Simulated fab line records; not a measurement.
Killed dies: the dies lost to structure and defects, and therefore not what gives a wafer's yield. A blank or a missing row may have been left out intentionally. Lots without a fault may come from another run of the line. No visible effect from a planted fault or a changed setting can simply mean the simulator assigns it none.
A struck lot beside a sound one | flow n5-finfet | 18 out of 1938 route steps
Sound: wafers L918.1, L918.3, L918.5. Wafers L904.1, L904.3, L904.4 were the ones struck. Last of all comes the cause.
At each step with rows: each side's tool, then ch and its chambers, then its first start. Under that, the readings that differ: sound wafers | struck wafers | difference of the means | sigmas: that difference in standard deviations of wafers without a fault.
alike: readings whose means differ by less than 2 such deviations, and words and numbers that are the same on both sides. not compared: withheld readings, readings that some wafer has no value for, bounds like >300 that may hide the same value, and numbers for which the record gives no deviation and whose values overlap.
A row with sigmas, a row that says differs or no value, or rows on one side alone: a step with any of these is where the two part. Numbers that don't overlap but have no deviation are shown without sigmas and don't part them. Lack of a reading on every wafer of one side parts them only where that side has two or more wafers.

N5_BEOL_M0_SAQP_PECVD_03: deposits SiCN from 3MS/NH3, target thk 12 nm, time 21.1 s.
  sound on pecvd-03 ch 1,2, day 10 10:03; struck on pecvd-01 ch 1,2, day 7 02:54
  alike: chamber-pressure-Torr, showerhead-plenum-p-Torr, throttle-valve-pct
N5_BEOL_M0_SAQP_PECVD_96: deposits a-Si from SiH4/He, target thk 45 nm, time 45.2 s.
  sound on pecvd-03 ch 1,2, day 10 10:04; struck on pecvd-01 ch 1,2, day 7 02:56
  alike: chamber-pressure-Torr, heater-power-w, showerhead-plenum-p-Torr, throttle-valve-pct
N5_BEOL_M0_SAQP_PECVD_97: deposits SiNx from SiH4/NH3/N2, target thk 23 nm, time 19.9 s.
  sound on pecvd-03 ch 1,2, day 10 10:07; struck on pecvd-01 ch 1,2, day 7 02:59
  alike: chamber-pressure-Torr, heater-power-w, showerhead-plenum-p-Torr, throttle-valve-pct
N5_BEOL_M0_SAQP_PECVD_04: deposits a-Si from SiH4/He, target thk 60 nm, time 60.2 s.
  sound on pecvd-03 ch 1,2, day 10 10:10; struck on pecvd-01 ch 1,2, day 7 03:01
  alike: chamber-pressure-Torr, heater-power-w, showerhead-plenum-p-Torr, throttle-valve-pct
N5_BEOL_M0_SAQP_THK_MEAS_05:
  sound on film-metro-02, day 10 10:16; struck on film-metro-01, day 7 03:07
  alike: thk-nm
N5_BEOL_M0_SAQP_HM_DEP_111: deposits SiO2 from SiH4/N2O, target thk 12 nm, time 7.2 s.
  sound on pecvd-01 ch 1,2, day 10 10:17; struck on pecvd-03 ch 1,2, day 7 03:10
  alike: chamber-pressure-Torr, heater-power-w, showerhead-plenum-p-Torr
then, 6 steps without rows for these wafers: N5_BEOL_M0_SAQP_COAT_81 (time 60 s, resist thk 100 nm); N5_BEOL_M0_SAQP_COAT_82 (time 60 s, resist thk 30 nm); N5_BEOL_M0_SAQP_COAT_08 (resist thk 90 nm); N5_BEOL_M0_SAQP_EBR_10; N5_BEOL_M0_SAQP_SOFTBAKE_09 (time 60 s); N5_BEOL_M0_SAQP_EXPOSE_11 (exposes mask M0 CORE, target cd 42 nm).
N5_BEOL_M0_SAQP_PEB_12: peb time 60 s.
  sound on litho-track-01 ch 0, day 10 10:40; struck on litho-track-01 ch 0, day 7 03:26
then, 1 step without rows for these wafers: N5_BEOL_M0_SAQP_DEVELOP_13 (develop time 30 s).
N5_BEOL_M0_SAQP_CD_MEAS_14: the cd target is 42.5 nm.
  sound on cd-sem-02 ch 0, day 10 10:44; struck on cd-sem-03 ch 0, day 7 03:31
  reading    | sound          | struck         | difference | sigmas
  cd-nm (nm) | 42.9 42.8 42.6 | 40.2 40.4 40.0 | -2.6       | -7
N5_BEOL_M0_SAQP_OVL_MEAS_15:
  sound on overlay-01 ch 0, day 10 10:46; struck on overlay-01 ch 0, day 7 03:32
  alike: M0_CORE_OVL
-- record jumps: 3 days separate the struck wafers' starts on either side; left off in module BEOL_M0_SAQP, taken up again in module BEOL_M4, whose first shown step is the route's number 1111 --
N5_BEOL_M4_RC_MEAS_101:
  sound on prober-01 ch 0, day 12 19:57; struck on prober-02 ch 0, day 9 15:42
  alike: DIBL_N, DIBL_P, IOFF_N, IOFF_P, ION_N, ION_P, SS_N, SS_P, VT_N, VT_P
then, 1 step without rows for these wafers: N5_PASSIVATION_PROBE_49.

WHERE THEY PART
Within this record, at N5_BEOL_M0_SAQP_CD_MEAS_14 only. Later steps at which nothing parts them and some readings are alike: N5_BEOL_M0_SAQP_OVL_MEAS_15, N5_BEOL_M4_RC_MEAS_101.

WHY: what the simulator had put in
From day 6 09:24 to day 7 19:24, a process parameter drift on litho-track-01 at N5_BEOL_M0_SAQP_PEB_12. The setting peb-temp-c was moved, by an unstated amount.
